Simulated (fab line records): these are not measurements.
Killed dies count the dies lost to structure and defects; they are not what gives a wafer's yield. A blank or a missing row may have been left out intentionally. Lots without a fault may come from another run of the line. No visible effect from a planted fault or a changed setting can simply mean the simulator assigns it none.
Split-lot experiment | flow n5 finfet | 21 wafers read from 7 lots, route of 1938 steps

== ABOUT THE SPLIT ==
At N5_BEOL_M6_ETCH_62 (etches SOC in N2/H2, target depth 110 nm, overetch 22 nm, time 165 s), the setting time s was moved away from the recipe's 165 s on 3 of the 21 wafers read, by +5.8% to +20.4%. For the rest of the wafers, this setting stayed at what the recipe calls for.

== FROM THE SPLIT TO THE READING: what the file shows between them, 2 steps ==
- N5_BEOL_M6_STRIP_68: strips in N2/H2
- N5_BEOL_M6_STRIP_67: strips in CF4

== THE READING ==
etch.depth nm (the simulator's own value, which no gauge read), in nm, at N5_BEOL_M6_HM_OPEN_17 (chemistry Cl2/BCl3, target TiN, target depth 20 nm, overetch 6 nm). There is no usual value for it anywhere in the file. Across the 18 wafers here that went through the recipe, the average is 20.08 nm and the standard deviation 0.25 nm.

wafer  | tool, chamber at the split | time s as run, s | against the recipe | etch.depth nm, nm | against lot-mates on the recipe
L080.4 | rie diel-05, 2,0,3         | 165              | recipe             | 20.14             | -
L080.5 | rie diel-05, 2,0,3         | 165              | recipe             | 19.73             | -
L080.6 | rie diel-05, 2,0,3         | 165              | recipe             | 19.94             | -
L084.2 | rie diel-05, 2             | 165              | recipe             | 20.13             | -
L084.4 | rie diel-05, 1,3           | 174.6            | +5.8%              | 19.24             | -0.89
L084.5 | rie diel-05, 1,3           | 174.6            | +5.8%              | 19.42             | -0.71
L086.1 | rie diel-05, 0,2,3         | 165              | recipe             | 20.1              | -
L086.2 | rie diel-05, 0,2,3         | 165              | recipe             | 19.94             | -
L086.3 | rie diel-05, 0,2,3         | 165              | recipe             | 20                | -
L092.2 | rie diel-01, 0,3,2         | 165              | recipe             | 20.31             | -
L092.4 | rie diel-01, 0,3,2         | 165              | recipe             | 20.5              | -
L092.5 | rie diel-01, 0,3,2         | 165              | recipe             | 20.56             | -
L093.3 | rie diel-01, 0,1,2         | 165              | recipe             | 20.33             | -
L093.4 | rie diel-01, 0,1,2         | 165              | recipe             | 20.34             | -
L093.6 | rie diel-01, 0,1,2         | 165              | recipe             | 20.23             | -
L094.1 | rie diel-03, 3,3,2         | 165              | recipe             | 19.98             | -
L094.5 | rie diel-03, 3,3,2         | 165              | recipe             | 19.86             | -
L094.6 | rie diel-03, 3,3,2         | 165              | recipe             | 19.85             | -
L097.2 | rie diel-03, 0,3           | 165              | recipe             | 19.77             | -
L097.4 | rie diel-03, 0,3           | 165              | recipe             | 19.67             | -
L097.6 | rie diel-03, 3             | 198.6            | +20.4%             | 16.52             | -3.20
The file does not say which wafer passed through which chamber wherever a row lists several chambers: such a row stands for several wafers.

FIT RESULTS
A straight line over all 21 wafers: etch.depth nm changes by -0.169 nm for each +1% of time s; r = -0.95; the points scatter about the line by 0.26 nm.
The same after taking each lot's own level away (the mean of its wafers on the recipe; 21 wafers): -0.155 nm for each +1%; r = -0.99; scatter 0.1 nm.
According to that fit, moving time s by its largest amount changes the reading by 3.2 nm.
Measured against the standard deviation above, the lots' own levels, which go from 19.720 to 20.457 nm, span 2.9 times it.
The two slopes are in agreement: the lot-to-lot level therefore moves the slope only a little.
Check: with one of the wafers moved furthest among these (+20.4%) left out of the fit, the line predicts -2.8 nm for it against its lot-mates. It came out at -3.2 nm against them.

== ADDITIONAL SPLITS CARRIED BY THESE WAFERS ==
These wafers also went through other splits before the reading. Each is held against what the fit with the lots' levels taken away leaves over:
other split on the same wafers | wafers away from the commonest value | r with etch.depth nm (lot level and that fit taken away)
N5_BEOL_M4_DESCUM_33 time s    | 9                                    | -0.14
N5_BEOL_M5_EXPOSE_08 dose mj   | 7                                    | +0.08
N5_BEOL_M5_ETCH_72 bias w      | 7                                    | +0.05

== THE FILE'S OWN FIT ==
etch.depth nm changes by -0.155 nm for each +1% of time s, r = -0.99.
